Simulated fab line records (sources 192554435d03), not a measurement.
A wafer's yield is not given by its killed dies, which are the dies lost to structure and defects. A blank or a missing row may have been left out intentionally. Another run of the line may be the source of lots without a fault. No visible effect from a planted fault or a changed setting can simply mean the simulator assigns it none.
fab line records	flow n5Finfet
[record] lots = 24	wafers = 72	lastDay = 17
route steps=1938 shown SDB@358 DUMMY_REMOVAL@377 HKMG_FIN@437
lots that met no fault: taken from a fault-free run of the same line
startH: start of the lot's first displayed wafer, in hours after the record's first day	waitH: hours from the lot's prior step to this one	" unchanged from the row above	L1.1+2: one row covering several wafers at once	- no value, or no start given	* or withheld: withheld	< > ~ a bound
route shown NAME@n: NAME is a module with steps in the file, n the number in the route of the first one	usual: mean and standard deviation over wafers with no fault	same: alike in all rows	chamber/n: place in a boat	sites: per-site readings	_std_site: the values' standard deviation	_edge_site: inner sites' mean taken away from outer sites' mean	radiusMm: how far each site lies from the wafer's centre	mask NAME#n: copy n	behind: tool/chamber where the wafer was last shaped	hold: reason for holding the lot/hours on hold/outcome of the hold	device: the transistor (n, p or np) that didn't switch	end of line: at the end of the route, the tests of the same wafers	step lacking rows: just its recipe	killed: count of dies lost to structure and defects at first sort (not the wafer's yield)	map: per-die view of a wafer (x killed, . not killed, _ where there is no die)
set.NAME: the setting as run; set.NAME@STEP: as run at that earlier step	model.NAME: the simulator's own value behind a step, which no gauge read
route steps across a sampled set of lots; one table per step, one row per wafer
services: when a tool's chamber went out of use (startH, in hours from the record's first day, below 0 if earlier), for how many hours, and the reason
[[steps]]
[step N5_SDB_INSPECT_13]
[recipe] mode = adi	inspectInstrument = brightfield
[usual] rawDefectCount = 64/27
lot.wafer	tool	chamber	startH	waitH	rawDefectCount
L074.1	defectInspect-02	-	69.94	0.0	29
L074.3	"	-	"	"	47
L074.6	"	-	"	"	51
L075.1	defectInspect-02	-	70.37	0.0	76
L075.4	"	-	"	"	52
L075.5	"	-	"	"	93
L076.2	defectInspect-01	-	78.06	0.0	37
L076.3	"	-	"	"	51
L076.6	"	-	"	"	73
L077.3	defectInspect-01	-	88.17	0.0	46
L077.4	"	-	"	"	62
L077.6	"	-	"	"	46
L078.1	defectInspect-02	-	94.94	0.0	96
L078.3	"	-	"	"	44
L078.5	"	-	"	"	94
L079.1	defectInspect-02	-	98.36	0.0	73
L079.5	"	-	"	"	52
L079.6	"	-	"	"	130
L080.1	defectInspect-02	-	104.14	0.0	33
L080.4	"	-	"	"	29
L080.6	"	-	"	"	34
L081.4	defectInspect-02	-	108.26	0.0	101
L081.5	"	-	"	"	117
L081.6	"	-	"	"	96
L082.2	defectInspect-02	-	113.07	0.0	90
L082.3	"	-	"	"	60
L082.6	"	-	"	"	54
L083.1	defectInspect-02	-	119.75	0.0	63
L083.2	"	-	"	"	39
L083.4	"	-	"	"	103
L084.1	defectInspect-02	-	126.70	0.0	113
L084.2	"	-	"	"	82
L084.3	"	-	"	"	68
L085.2	defectInspect-01	-	134.18	0.0	111
L085.3	"	-	"	"	54
L085.4	"	-	"	"	127
L086.2	defectInspect-02	-	140.07	0.0	27
L086.3	"	-	"	"	40
L086.5	"	-	"	"	74
L087.2	defectInspect-01	-	145.82	0.0	33
L087.3	"	-	"	"	59
L087.6	"	-	"	"	29
L088.1	defectInspect-01	-	148.67	0.0	70
L088.3	"	-	"	"	50
L088.4	"	-	"	"	63
L089.3	defectInspect-02	-	156.71	0.0	58
L089.5	"	-	"	"	31
L089.6	"	-	"	"	39
L090.2	defectInspect-02	-	162.54	0.0	83
L090.5	"	-	"	"	110
L090.6	"	-	"	"	114
L091.2	defectInspect-01	-	172.28	0.0	60
L091.5	"	-	"	"	61
L091.6	"	-	"	"	86
L092.1	defectInspect-02	-	179.54	0.0	53
L092.4	"	-	"	"	31
L092.6	"	-	"	"	54
L093.3	defectInspect-02	-	185.38	0.0	50
L093.4	"	-	"	"	54
L093.6	"	-	"	"	88
L094.1	defectInspect-01	-	191.78	0.0	80
L094.2	"	-	"	"	51
L094.6	"	-	"	"	86
L095.1	defectInspect-02	-	196.66	0.0	67
L095.2	"	-	"	"	136
L095.4	"	-	"	"	172
L096.2	defectInspect-01	-	201.91	0.0	40
L096.4	"	-	"	"	29
L096.5	"	-	"	"	40
L097.1	defectInspect-02	-	204.93	0.0	66
L097.2	"	-	"	"	58
L097.5	"	-	"	"	91
[step N5_SDB_ALD_29]
[recipe] material = SiNx	targetThkA = 300	tempC = 400	aldPrecursorFamily = SiH2I2	aldCoReactant = N2/H2-plasma	pulseTimeS = 1	aldCycles = 600	purgeTimeS = 2	coReactantPurgeTimeS = 2	pressureTorr = 2
[usual] heaterPowerW = 880/79	precursorPulseHeightRel = 1.006/0.019
lot.wafer	tool	chamber	startH	waitH	heaterPowerW	precursorPulseHeightRel
L074.1	aldSin-04	0	70.96	0.0	744	1.005
L074.3	"	3	"	"	857	1.009
L074.6	"	1	72.31	1.4	963	0.988
L075.1	aldSin-01	3	71.20	0.0	902	1.003
L075.4	"	2	"	"	834	1.044
L075.5	"	3	72.55	1.4	887	1.010
L076.2	aldSin-03	3	79.50	0.6	1047	0.986
L076.3	"	0	"	"	887	1.024
L076.6	"	2	80.86	2.0	910	0.999
L077.3	aldSin-04	0	89.29	0.0	743	0.993
L077.4	"	2	"	"	907	1.009
L077.6	"	3	90.65	1.4	878	1.024
L078.1	aldSin-04	3	95.77	0.0	899	1.002
L078.3	"	2	"	"	932	0.995
L078.5	"	3	97.12	1.4	918	1.007
L079.1	aldSin-01	3	99.62	0.0	910	1.005
L079.5	"	2	100.98	1.4	831	0.992
L079.6	"	3	"	"	898	0.985
L080.1	aldSin-03	1	105.72	0.2	879	1.010
L080.4	"	2	"	"	839	1.013
L080.6	"	0	107.07	1.6	838	1.026
L081.4	aldSin-04	1	110.66	1.4	967	1.039
L081.5	"	2	"	"	900	1.026
L081.6	"	3	"	"	875	1.018
L082.2	aldSin-04	3	114.07	0.2	880	1.017
L082.3	"	2	"	"	900	0.987
L082.6	"	1	115.42	1.6	989	0.984
L083.1	aldSin-04	3	120.77	0.0	892	0.993
L083.2	"	2	"	"	912	1.019
L083.4	"	0	"	"	762	0.998
L084.1	aldSin-03	2	127.52	0.0	858	0.986
L084.2	"	1	"	"	854	0.983
L084.3	"	0	"	"	817	0.995
L085.2	aldSin-01	2	135.28	0.0	802	0.996
L085.3	"	1	"	"	692	0.993
L085.4	"	0	"	"	909	0.994
L086.2	aldSin-01	0	140.93	0.0	897	1.001
L086.3	"	2	"	"	842	1.026
L086.5	"	0	142.28	1.4	881	0.997
L087.2	aldSin-04	3	147.05	0.2	888	1.028
L087.3	"	0	"	"	755	1.020
L087.6	"	2	148.40	1.6	923	1.044
L088.1	aldSin-01	3	153.13	3.7	891	1.014
L088.3	"	2	"	"	816	0.994
L088.4	"	0	"	"	884	1.020
L089.3	aldSin-01	0	158.68	0.4	909	1.012
L089.5	"	1	160.03	1.8	688	1.001
L089.6	"	2	"	"	839	1.001
L090.2	aldSin-03	0	163.60	0.0	835	0.980
L090.5	"	3	164.96	1.4	1006	1.002
L090.6	"	0	"	"	820	0.976
L091.2	aldSin-01	1	173.25	0.1	705	1.009
L091.5	"	2	174.60	1.4	828	1.001
L091.6	"	1	"	"	708	1.015
L092.1	aldSin-04	3	180.57	0.0	867	1.012
L092.4	"	3	181.93	1.4	881	1.040
L092.6	"	1	"	"	980	0.963
L093.3	aldSin-04	1	186.69	0.5	993	1.011
L093.4	"	1	188.04	1.9	979	0.971
L093.6	"	3	"	"	884	0.994
L094.1	aldSin-01	2	193.33	0.0	873	0.991
L094.2	"	0	"	"	881	1.006
L094.6	"	0	194.68	1.4	876	1.013
L095.1	aldSin-04	3	197.49	0.0	881	1.036
L095.2	"	1	"	"	953	1.015
L095.4	"	2	198.84	1.4	917	1.039
L096.2	aldSin-03	1	203.80	0.0	899	0.995
L096.4	"	0	"	"	829	0.999
L096.5	"	2	205.15	1.4	855	0.989
L097.1	aldSin-01	3	205.76	0.0	917	1.014
L097.2	"	1	"	"	673	1.046
L097.5	"	1	207.11	1.4	700	0.981
[step N5_DUMMY_REMOVAL_HM_STRIP_01]
[recipe] chemistry = CH3F/O2	material = SiNx	targetDepthA = 40	stopOn = poly-Si	timeS = 6.8	overEtchFrac = 0.3	ionEnergyEv = 60	powerW = 410	biasW = 29	Ar_flow_sccm = 150	CH3F_flow_sccm = 30	O2_flow_sccm = 20
[usual] O2_flow_sccm = 20.00/0.057	drypumpMotorCurrentA = 5.8/0.41	oesProductAu = 0.66/0.059	rfVppV = 127.6/0.9	showerheadPlenumPTorr = 2.01/0.047	throttleValvePct = 16.27/0.28
lot.wafer	tool	chamber	startH	waitH	O2_flow_sccm	drypumpMotorCurrentA	oesProductAu	rfHoursCounterH	rfVppV	showerheadPlenumPTorr	throttleValvePct
L074.1	rieDiel-03	1	74.04	0.0	20.00	6.1	0.62	122	127.7	2.10	16.24
L074.3	"	0	"	"	20.09	6.2	0.67	94	128.1	1.94	16.01
L074.6	"	3	"	"	20.07	6.3	0.79	-	127.9	2.05	16.03
L075.1	rieDiel-05	1	74.30	0.0	20.08	6.2	0.68	61	128.8	2.03	16.49
L075.4	"	3	"	"	20.03	5.4	0.63	137	126.6	2.00	16.74
L075.5	"	1	"	"	20.07	6.2	0.69	-	127.1	2.03	16.51
L076.2	rieDiel-05	3	82.66	0.1	20.04	5.4	0.63	140	127.3	2.00	16.72
L076.3	"	0	"	"	20.11	5.7	0.58	203	128.4	1.98	16.66
L076.6	"	2	"	"	20.05	5.0	0.76	-	126.8	2.05	15.74
L077.3	rieDiel-03	3	92.38	0.0	20.01	6.3	0.78	8	127.4	2.04	16.05
L077.4	"	1	"	"	20.00	6.1	0.63	128	127.5	2.10	16.25
L077.6	"	0	"	"	19.96	6.2	0.67	-	126.8	1.94	16.02
L078.1	rieDiel-01	0	98.86	0.0	19.99	5.6	0.63	114	129.0	2.02	16.28
L078.3	"	3	"	"	19.98	5.1	0.57	226	127.5	2.06	16.40
L078.5	"	3	"	"	20.06	5.2	0.57	-	127.6	2.06	16.41
L079.1	rieDiel-01	2	102.77	0.1	19.92	5.7	0.71	32	127.4	1.95	15.93
L079.5	"	1	"	"	20.04	5.7	0.71	-	126.0	2.04	16.22
L079.6	"	2	"	"	19.91	5.7	0.71	-	128.7	1.95	15.92
L080.1	rieDiel-05	1	108.83	0.1	19.93	6.2	0.68	71	125.6	2.03	16.54
L080.4	"	1	"	"	20.02	6.2	0.68	-	127.8	2.03	16.51
L080.6	"	3	"	"	19.95	5.4	0.63	-	127.8	2.00	16.74
L081.4	rieDiel-03	2	112.39	0.0	19.98	5.4	0.62	124	128.1	2.01	16.23
L081.5	"	0	"	"	19.93	6.2	0.65	-	126.6	1.93	16.03
L081.6	"	1	"	"	20.01	6.1	0.62	-	127.5	2.09	16.25
L082.2	rieDiel-05	3	117.16	0.0	20.00	5.4	0.62	151	126.7	2.00	16.74
L082.3	"	1	"	"	20.08	6.2	0.67	-	126.8	2.03	16.52
L082.6	"	3	"	"	19.98	5.4	0.61	-	127.4	2.00	16.75
L083.1	rieDiel-05	3	123.86	0.0	20.00	5.4	0.62	154	127.0	1.99	16.76
L083.2	"	1	"	"	20.03	6.2	0.67	78	128.4	2.02	16.54
L083.4	"	3	"	"	19.99	5.4	0.61	-	125.1	1.99	16.73
L084.1	rieDiel-05	3	130.61	0.0	19.96	5.4	0.62	157	127.2	1.99	16.77
L084.2	"	0	"	"	20.02	5.7	0.58	212	127.1	1.98	16.68
L084.3	"	1	"	"	20.02	6.2	0.67	81	127.0	2.02	16.54
L085.2	rieDiel-03	2	138.37	0.0	20.03	5.4	0.62	133	127.9	2.01	16.26
L085.3	"	0	"	"	19.90	6.2	0.65	112	128.4	1.93	16.04
L085.4	"	3	"	"	20.03	6.2	0.75	24	129.0	2.04	16.07
L086.2	rieDiel-03	0	144.01	0.0	20.03	6.1	0.66	113	127.3	1.93	16.05
L086.3	"	2	"	"	20.10	5.5	0.61	135	128.0	2.01	16.28
L086.5	"	2	"	"	20.03	5.5	0.62	-	129.3	2.01	16.25
L087.2	rieDiel-03	1	150.33	0.0	20.02	6.1	0.62	144	129.5	2.09	16.31
L087.3	"	0	"	"	19.95	6.2	0.66	115	125.0	1.93	16.04
L087.6	"	2	"	"	20.00	5.4	0.61	-	128.9	2.01	16.27
L088.1	rieDiel-01	0	156.26	0.1	20.04	5.6	0.63	128	126.0	2.01	16.31
L088.3	"	2	"	"	19.88	5.7	0.69	48	126.9	1.95	15.97
L088.4	"	1	"	"	19.94	5.7	0.70	69	127.7	2.03	16.23
L089.3	rieDiel-05	3	161.79	0.1	20.01	5.4	0.61	169	127.8	1.99	16.79
L089.5	"	2	"	"	20.00	5.0	0.73	-	128.3	2.05	15.77
L089.6	"	1	"	"	20.06	6.3	0.66	-	126.8	2.02	16.56
L090.2	rieDiel-03	2	166.69	0.0	20.05	5.5	0.62	142	127.8	2.00	16.26
L090.5	"	3	"	"	20.11	6.2	0.73	-	126.7	2.04	16.09
L090.6	"	0	"	"	20.00	6.1	0.65	-	126.6	1.93	16.05
L091.2	rieDiel-03	2	176.34	0.0	19.99	5.4	0.60	144	126.7	2.00	16.30
L091.5	"	0	"	"	19.99	6.2	0.64	-	127.0	1.93	16.07
L091.6	"	1	"	"	19.97	6.1	0.61	-	128.4	2.09	16.28
L092.1	rieDiel-03	3	183.66	0.0	19.99	6.2	0.72	36	127.8	2.04	16.12
L092.4	"	2	"	"	19.96	5.4	0.61	146	128.4	2.00	16.28
L092.6	"	1	"	"	20.06	6.1	0.61	-	128.5	2.09	16.28
L093.3	rieDiel-01	1	189.77	0.0	20.04	5.7	0.67	80	127.5	2.03	16.26
L093.4	"	3	"	"	20.05	5.1	0.84	0	128.3	2.05	15.96
L093.6	"	0	"	"	20.02	5.6	0.62	-	127.3	2.01	16.32
L094.1	rieDiel-03	0	196.60	0.2	19.99	6.2	0.64	128	128.6	1.93	16.08
L094.2	"	3	"	"	19.98	6.3	0.72	40	128.4	2.03	16.11
L094.6	"	0	"	"	19.92	6.2	0.64	-	126.9	1.93	16.07
L095.1	rieDiel-05	3	200.58	0.0	20.11	5.5	0.61	179	126.7	1.99	16.80
L095.2	"	0	"	"	19.98	5.7	0.57	234	126.9	1.97	16.72
L095.4	"	2	"	"	20.00	5.0	0.71	31	127.0	2.05	15.79
L096.2	rieDiel-01	2	207.01	0.2	20.01	5.7	0.68	64	129.9	1.94	16.00
L096.4	"	3	"	"	19.92	5.2	0.80	5	128.7	2.05	15.98
L096.5	"	2	"	"	20.01	5.7	0.68	-	127.3	1.94	15.99
L097.1	rieDiel-03	1	208.85	0.0	19.98	6.2	0.61	162	130.3	2.08	16.32
L097.2	"	2	"	"	20.02	5.4	0.60	154	126.3	2.00	16.31
L097.5	"	2	"	"	20.02	5.5	0.60	-	127.2	2.00	16.30
[step N5_HKMG_FIN_STRIP_34]
[recipe] chemistry = CF4	resist = SiARC	powerW = 300	biasPowerW = 75	pressureMtorr = 50	cf4FlowSccm = 150	rfFrequencyHz = 6e+07
[usual] drypumpMotorCurrentA = 5.6/0.51	oesProductAu = 0.81/0.082	powerW = 300.1/0.85	rfVppV = 271.4/1.2	showerheadPlenumPTorr = 1.80/0.047	throttleValvePct = 13.46/0.26
lot.wafer	tool	chamber	startH	waitH	drypumpMotorCurrentA	oesProductAu	powerW	rfHoursCounterH	rfVppV	showerheadPlenumPTorr	throttleValvePct
L074.1	rieDiel-02	2	79.84	0.0	4.9	0.82	301.2	68	270.9	1.82	13.64
L074.3	"	3	"	"	5.9	0.95	300.5	7	273.4	1.91	13.23
L074.6	"	3	"	"	5.9	0.95	299.8	-	275.7	1.91	13.22
L075.1	rieDiel-06	2	80.00	0.0	6.0	0.92	300.4	6	270.6	1.76	13.30
L075.4	"	0	"	"	5.8	0.73	300.8	168	271.2	1.79	13.58
L075.5	"	2	"	"	6.1	0.91	301.4	-	270.1	1.76	13.33
L076.2	rieDiel-04	3	88.07	0.0	5.5	0.82	298.3	79	271.6	1.81	13.47
L076.3	"	2	"	"	5.1	0.93	299.6	14	272.3	1.83	13.18
L076.6	"	2	"	"	5.1	0.94	299.7	-	272.3	1.83	13.18
L077.3	rieDiel-06	3	98.70	0.0	5.0	0.74	301.1	194	271.6	1.78	13.76
L077.4	"	1	"	"	5.3	0.69	300.2	247	273.0	1.83	13.99
L077.6	"	2	"	"	6.1	0.90	300.3	-	271.2	1.75	13.34
L078.1	rieDiel-04	3	104.58	0.0	5.5	0.81	300.1	85	272.3	1.81	13.47
L078.3	"	1	"	"	5.4	0.73	299.0	176	269.4	1.78	13.66
L078.5	"	1	"	"	5.5	0.73	299.1	-	270.4	1.78	13.65
L079.1	rieDiel-04	0	108.67	0.0	6.2	0.85	298.6	31	271.4	1.83	13.05
L079.5	"	0	"	"	6.2	0.86	299.7	-	271.2	1.83	13.03
L079.6	"	3	"	"	5.5	0.80	300.3	-	272.2	1.81	13.50
L080.1	rieDiel-02	1	114.56	0.0	6.7	0.99	300.1	2	270.5	1.76	13.23
L080.4	"	3	"	"	5.9	0.92	301.2	20	272.8	1.90	13.25
L080.6	"	3	"	"	5.9	0.91	300.3	-	273.3	1.91	13.25
L081.4	rieDiel-04	2	117.69	0.0	5.1	0.92	300.3	23	271.1	1.83	13.22
L081.5	"	1	"	"	5.5	0.73	301.4	-	273.2	1.78	13.64
L081.6	"	0	"	"	6.2	0.85	300.4	-	271.5	1.83	13.03
L082.2	rieDiel-04	1	122.83	0.0	5.5	0.72	300.5	181	271.8	1.78	13.67
L082.3	"	3	"	"	5.5	0.80	300.8	93	272.2	1.81	13.50
L082.6	"	3	"	"	5.5	0.80	299.8	-	273.2	1.81	13.51
L083.1	rieDiel-04	2	129.09	0.0	5.1	0.91	301.5	26	271.5	1.83	13.21
L083.2	"	3	"	"	5.5	0.79	299.6	95	270.6	1.81	13.51
L083.4	"	1	"	"	5.5	0.72	300.7	183	271.0	1.78	13.68
L084.1	rieDiel-04	0	136.42	0.0	6.3	0.84	301.9	41	271.7	1.82	13.07
L084.2	"	1	"	"	5.5	0.72	298.9	185	271.3	1.78	13.67
L084.3	"	3	"	"	5.5	0.80	301.1	98	270.9	1.81	13.53
L085.2	rieDiel-04	0	143.37	0.0	6.2	0.84	297.9	43	271.0	1.82	13.07
L085.3	"	2	"	"	5.1	0.89	298.4	30	271.7	1.83	13.22
L085.4	"	3	"	"	5.5	0.79	299.8	99	271.6	1.80	13.50
L086.2	rieDiel-02	0	149.68	0.0	5.0	0.67	298.4	246	268.7	1.70	13.90
L086.3	"	2	"	"	4.9	0.79	299.5	94	270.1	1.81	13.71
L086.5	"	3	"	"	5.9	0.89	299.1	-	272.9	1.90	13.28
L087.2	rieDiel-04	1	155.60	0.0	5.4	0.71	299.0	191	270.4	1.77	13.69
L087.3	"	3	"	"	5.5	0.78	300.3	105	271.3	1.80	13.53
L087.6	"	2	"	"	5.1	0.89	298.5	-	271.7	1.83	13.24
L088.1	rieDiel-02	3	161.54	0.0	5.9	0.88	299.7	36	272.7	1.90	13.28
L088.3	"	2	"	"	4.9	0.79	299.4	98	270.4	1.81	13.70
L088.4	"	0	"	"	5.0	0.67	300.5	250	268.0	1.70	13.92
L089.3	rieDiel-04	2	167.11	0.0	5.1	0.89	301.0	39	273.1	1.82	13.24
L089.5	"	3	"	"	5.5	0.78	299.4	-	270.5	1.80	13.54
L089.6	"	2	"	"	5.2	0.89	300.7	-	272.4	1.83	13.25
L090.2	rieDiel-04	2	171.94	0.0	5.1	0.88	301.8	41	270.4	1.82	13.24
L090.5	"	1	"	"	5.4	0.72	298.2	-	270.7	1.77	13.70
L090.6	"	2	"	"	5.1	0.88	301.2	-	272.5	1.82	13.24
L091.2	rieDiel-06	2	181.67	0.0	6.1	0.84	299.9	43	270.6	1.75	13.41
L091.5	"	3	"	"	5.0	0.71	300.4	-	268.8	1.78	13.84
L091.6	"	0	"	"	5.8	0.70	298.8	-	270.3	1.78	13.65
L092.1	rieDiel-02	2	188.90	0.0	4.9	0.79	301.1	109	272.5	1.81	13.72
L092.4	"	0	"	"	5.0	0.94	300.0	4	272.2	1.91	13.36
L092.6	"	1	"	"	6.7	0.90	301.0	-	270.3	1.75	13.31
L093.3	rieDiel-04	2	199.20	0.0	5.1	0.88	300.3	48	272.7	1.82	13.26
L093.4	"	3	"	"	5.5	0.77	299.8	118	271.2	1.80	13.56
L093.6	"	1	"	"	5.5	0.71	299.4	-	271.1	1.77	13.73
L094.1	rieDiel-06	3	201.68	0.0	5.0	0.70	299.3	232	273.3	1.77	13.86
L094.2	"	0	"	"	5.8	0.70	300.2	212	270.4	1.77	13.67
L094.6	"	2	"	"	6.1	0.83	301.5	-	270.3	1.74	13.40
L095.1	rieDiel-02	2	206.29	0.0	5.0	0.77	299.7	115	270.6	1.80	13.74
L095.2	"	3	"	"	5.9	0.86	299.2	52	272.2	1.90	13.33
L095.4	"	0	"	"	5.0	0.92	299.7	10	272.2	1.90	13.36
L096.2	rieDiel-06	1	212.30	0.0	5.3	0.89	299.1	23	272.7	1.83	13.46
L096.4	"	2	"	"	6.1	0.83	299.5	54	269.5	1.74	13.42
L096.5	"	3	"	"	5.0	0.70	300.2	-	270.2	1.77	13.85
L097.1	rieDiel-02	1	214.28	0.0	6.7	0.89	299.7	39	269.9	1.75	13.34
L097.2	"	0	"	"	5.0	0.91	301.3	12	273.2	1.90	13.39
L097.5	"	2	"	"	4.9	0.77	300.6	-	271.9	1.80	13.77
[step N5_HKMG_FIN_ALD_91]
[recipe] material = TiN	targetThkA = 10	tempC = 400	aldPrecursorFamily = TiCl4	aldCoReactant = NH3	pulseTimeS = 1	purgeTimeS = 3	coReactantPurgeTimeS = 2	coReactantPulseTimeS = 2	aldCycles = 47	pressureTorr = 3
[usual] heaterPowerW = 891/110	precursorPulseHeightRel = 1.002/0.018
lot.wafer	tool	chamber	startH	waitH	heaterPowerW	precursorPulseHeightRel
L074.1	aldMetal-02	3	80.54	0.3	832	0.972
L074.3	"	2	"	"	817	1.011
L074.6	"	1	"	"	887	1.000
L075.1	aldMetal-04	0	80.70	0.3	971	1.003
L075.4	"	1	"	"	868	0.994
L075.5	"	0	"	"	945	1.011
L076.2	aldMetal-02	3	88.76	0.3	845	1.001
L076.3	"	0	"	"	949	1.014
L076.6	"	1	"	"	897	0.999
L077.3	aldMetal-02	1	99.40	0.1	900	1.023
L077.4	"	0	"	"	952	0.993
L077.6	"	1	"	"	873	0.979
L078.1	aldMetal-02	2	105.29	0.3	816	0.996
L078.3	"	3	"	"	828	1.015
L078.5	"	3	"	"	818	1.026
L079.1	aldMetal-01	1	109.37	0.3	979	1.029
L079.5	"	3	"	"	946	0.978
L079.6	"	2	"	"	653	1.007
L080.1	aldMetal-01	2	115.26	0.3	655	1.011
L080.4	"	1	"	"	981	0.991
L080.6	"	1	"	"	954	1.002
L081.4	aldMetal-01	3	118.39	0.1	939	0.981
L081.5	"	3	"	"	932	1.021
L081.6	"	2	"	"	637	1.026
L082.2	aldMetal-02	0	123.53	0.3	958	0.984
L082.3	"	1	"	"	910	0.969
L082.6	"	1	"	"	866	1.005
L083.1	aldMetal-01	0	129.79	0.3	907	1.015
L083.2	"	2	"	"	652	0.988
L083.4	"	1	"	"	963	1.025
L084.1	aldMetal-04	2	137.27	0.3	1128	0.962
L084.2	"	1	"	"	883	1.019
L084.3	"	3	"	"	800	1.026
L085.2	aldMetal-04	1	144.07	0.3	875	0.999
L085.3	"	0	"	"	962	1.016
L085.4	"	2	"	"	1129	1.029
L086.2	aldMetal-04	0	150.38	0.3	963	0.981
L086.3	"	1	"	"	888	1.030
L086.5	"	2	"	"	1121	0.993
L087.2	aldMetal-02	3	156.30	0.3	813	1.026
L087.3	"	1	"	"	900	1.007
L087.6	"	0	"	"	945	0.993
L088.1	aldMetal-02	3	162.24	0.3	827	1.023
L088.3	"	1	"	"	889	1.031
L088.4	"	2	"	"	817	1.010
L089.3	aldMetal-01	1	167.81	0.1	959	0.987
L089.5	"	0	"	"	908	0.966
L089.6	"	1	"	"	928	1.004
L090.2	aldMetal-04	1	172.65	0.3	885	0.984
L090.5	"	2	"	"	1096	0.975
L090.6	"	1	"	"	881	0.986
L091.2	aldMetal-02	1	182.37	0.3	878	0.963
L091.5	"	2	"	"	801	0.988
L091.6	"	3	"	"	835	0.986
L092.1	aldMetal-04	2	189.60	0.3	1135	0.973
L092.4	"	3	"	"	807	0.988
L092.6	"	3	"	"	810	0.999
L093.3	aldMetal-01	2	199.90	0.1	678	1.012
L093.4	"	0	"	"	919	0.988
L093.6	"	0	"	"	896	0.997
L094.1	aldMetal-04	3	202.38	0.3	814	1.030
L094.2	"	1	"	"	877	1.015
L094.6	"	3	"	"	806	0.980
L095.1	aldMetal-02	3	206.98	0.3	828	1.001
L095.2	"	0	"	"	968	1.025
L095.4	"	1	"	"	883	1.009
L096.2	aldMetal-02	0	213.00	0.3	975	1.005
L096.4	"	2	"	"	815	1.011
L096.5	"	1	"	"	862	1.020
L097.1	aldMetal-04	0	214.97	0.3	947	0.994
L097.2	"	1	"	"	862	0.993
L097.5	"	1	"	"	865	1.030
[step N5_HKMG_FIN_ALD_71]
[recipe] material = TiN	targetThkA = 10	tempC = 400	aldPrecursorFamily = TiCl4	aldCoReactant = NH3	pulseTimeS = 1	purgeTimeS = 3	coReactantPurgeTimeS = 2	coReactantPulseTimeS = 2	aldCycles = 47	pressureTorr = 3
[usual] heaterPowerW = 903/110	precursorPulseHeightRel = 1.002/0.02
lot.wafer	tool	chamber	startH	waitH	heaterPowerW	precursorPulseHeightRel
L074.1	aldMetal-02	0	81.62	0.0	957	1.022
L074.3	"	1	"	"	897	0.998
L074.6	"	2	"	"	821	1.010
L075.1	aldMetal-04	3	81.77	0.0	817	0.992
L075.4	"	0	"	"	947	1.005
L075.5	"	2	"	"	1098	1.005
L076.2	aldMetal-04	3	89.84	0.0	792	0.982
L076.3	"	2	"	"	1109	1.026
L076.6	"	2	"	"	1126	0.985
L077.3	aldMetal-01	1	100.49	0.0	972	1.003
L077.4	"	0	"	"	907	0.999
L077.6	"	0	"	"	889	0.966
L078.1	aldMetal-01	3	106.37	0.0	939	0.992
L078.3	"	0	"	"	913	1.001
L078.5	"	2	"	"	676	0.991
L079.1	aldMetal-04	0	110.45	0.0	962	1.017
L079.5	"	0	"	"	939	1.013
L079.6	"	3	"	"	813	1.006
L080.1	aldMetal-04	1	116.33	0.0	888	0.983
L080.4	"	1	"	"	865	1.021
L080.6	"	3	"	"	801	0.974
L081.4	aldMetal-02	0	119.47	0.0	966	1.000
L081.5	"	1	"	"	880	1.029
L081.6	"	0	"	"	948	1.035
L082.2	aldMetal-01	0	124.60	0.0	879	1.013
L082.3	"	1	"	"	982	0.984
L082.6	"	3	"	"	927	1.040
L083.1	aldMetal-04	1	130.86	0.0	878	1.017
L083.2	"	2	"	"	1136	1.003
L083.4	"	0	"	"	944	0.998
L084.1	aldMetal-01	1	138.35	0.0	967	1.010
L084.2	"	0	"	"	930	1.019
L084.3	"	3	"	"	938	0.981
L085.2	aldMetal-04	0	145.14	0.0	973	1.012
L085.3	"	2	"	"	1125	1.010
L085.4	"	1	"	"	873	1.004
L086.2	aldMetal-04	1	151.75	0.0	883	1.004
L086.3	"	0	"	"	966	0.975
L086.5	"	1	"	"	843	0.998
L087.2	aldMetal-04	2	157.57	0.0	1120	1.036
L087.3	"	3	"	"	832	1.016
L087.6	"	0	"	"	946	0.966
L088.1	aldMetal-02	2	163.31	0.0	818	1.001
L088.3	"	1	"	"	885	0.982
L088.4	"	3	"	"	826	1.004
L089.3	aldMetal-01	1	168.88	0.0	953	1.010
L089.5	"	1	"	"	978	1.025
L089.6	"	0	"	"	887	0.994
L090.2	aldMetal-02	3	173.75	0.0	845	1.018
L090.5	"	3	"	"	847	0.995
L090.6	"	2	"	"	798	1.010
L091.2	aldMetal-04	1	183.44	0.0	870	0.981
L091.5	"	1	"	"	908	0.997
L091.6	"	2	"	"	1136	0.974
L092.1	aldMetal-02	3	190.67	0.0	860	1.017
L092.4	"	0	"	"	936	0.969
L092.6	"	1	"	"	871	1.033
L093.3	aldMetal-02	1	201.02	0.0	873	1.016
L093.4	"	0	"	"	956	1.012
L093.6	"	0	"	"	939	0.967
L094.1	aldMetal-04	2	204.02	0.0	1136	1.026
L094.2	"	0	"	"	943	0.977
L094.6	"	1	"	"	872	0.985
L095.1	aldMetal-02	2	208.06	0.0	822	0.982
L095.2	"	3	"	"	837	1.015
L095.4	"	0	"	"	941	1.027
L096.2	aldMetal-04	0	214.07	0.0	964	0.996
L096.4	"	1	"	"	879	0.983
L096.5	"	2	"	"	1125	0.981
L097.1	aldMetal-01	1	216.13	0.0	964	1.025
L097.2	"	2	"	"	654	0.984
L097.5	"	2	"	"	665	0.997
[[services]]
tool	chamber	startH	hours	kind
rieDiel-03	3	47.62	-	clean
rieDiel-03	3	47.62	-	consumableReplace:focusRing
rieDiel-03	3	47.62	16.9	scheduledDown
rieDiel-03	3	47.62	16.9	ventCycle
aldSin-01	2	53.49	3.6	repair
rieDiel-06	-	60.80	0.3	repair
aldSin-04	-	73.66	6.1	pm
aldMetal-01	-	77.10	14.6	pm
aldSin-03	-	87.07	14.0	pm
aldSin-04	0	102.95	12.7	repair
rieDiel-05	0	106.62	15.8	repair
rieDiel-04	1	107.47	3.4	repair
aldMetal-04	0	113.79	5.6	repair
rieDiel-01	0	123.95	6.4	repair
aldSin-03	1	141.84	10.6	repair
aldSin-03	-	144.84	14.6	pm
rieDiel-06	-	153.59	1.2	repair
aldMetal-01	-	166.22	0.4	repair
aldSin-03	-	167.85	0.5	repair
rieDiel-06	1	175.24	16.7	repair
aldSin-01	-	178.65	14.0	pm
aldSin-04	0	179.12	45.6	repair
rieDiel-02	3	196.56	2.4	repair
aldSin-01	-	208.46	4.3	pm
[[key]]
fault none
